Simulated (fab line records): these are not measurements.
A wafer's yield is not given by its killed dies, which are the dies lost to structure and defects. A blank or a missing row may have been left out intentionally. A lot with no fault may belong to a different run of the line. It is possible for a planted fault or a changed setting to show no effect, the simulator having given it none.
Matching of chambers -- flow n5_finfet -- cvd_co-02 running N5_BEOL_M5_PRE_CLEAN_77: 3 sister chambers
The step time 15 s. 16 wafers are shown with their chamber, then 8 later ones without.

== WAFERS, EACH WITH ITS CHAMBER ==
wafer,chamber,heater_power_w (W)
L465.3,1,72
L465.4,2,90
L465.5,0,78
L471.3,1,71
L471.4,0,80
L471.5,2,90
L468.3,1,73
L468.5,1,72
L468.6,2,92
L470.3,1,72
L470.4,2,91
L470.6,0,79
L479.1,2,95
L479.3,1,73
L479.4,1,71
L483.2,1,72

SIGNATURES (means of the wafers above)
reading,chamber 0,chamber 1,chamber 2,scatter within a chamber
heater_power_w,79.00,72.00,91.60,1.34
Rule: a wafer lies at a distance from a chamber equal to the root of the sum of squares, over the readings, of (its reading less the chamber's mean, divided by the reading's scatter). The wafer belongs to the nearest chamber; if the next one is less than 2 further off, it can't be placed. The scatter: the root of (the sum of the squares of (reading less its chamber's mean) over the shown wafers, divided by (wafers less chambers)).

== WAFERS MISSING THEIR CHAMBER ==
wafer,heater_power_w (W)
L483.3,77
L483.4,91
L484.1,72
L484.3,92
L484.6,78
L485.2,96
L485.3,72
L485.5,94

== THE CHAMBER EACH PASSED THROUGH ==
wafer,from the rows above,in truth
L483.3,0,0
L483.4,2,2
L484.1,1,1
L484.3,2,2
L484.6,0,0
L485.2,2,2
L485.3,1,1
L485.5,2,2
Correct placement for 8 of the 8. From these rows, 0 cannot be placed. 0 placed wrongly.
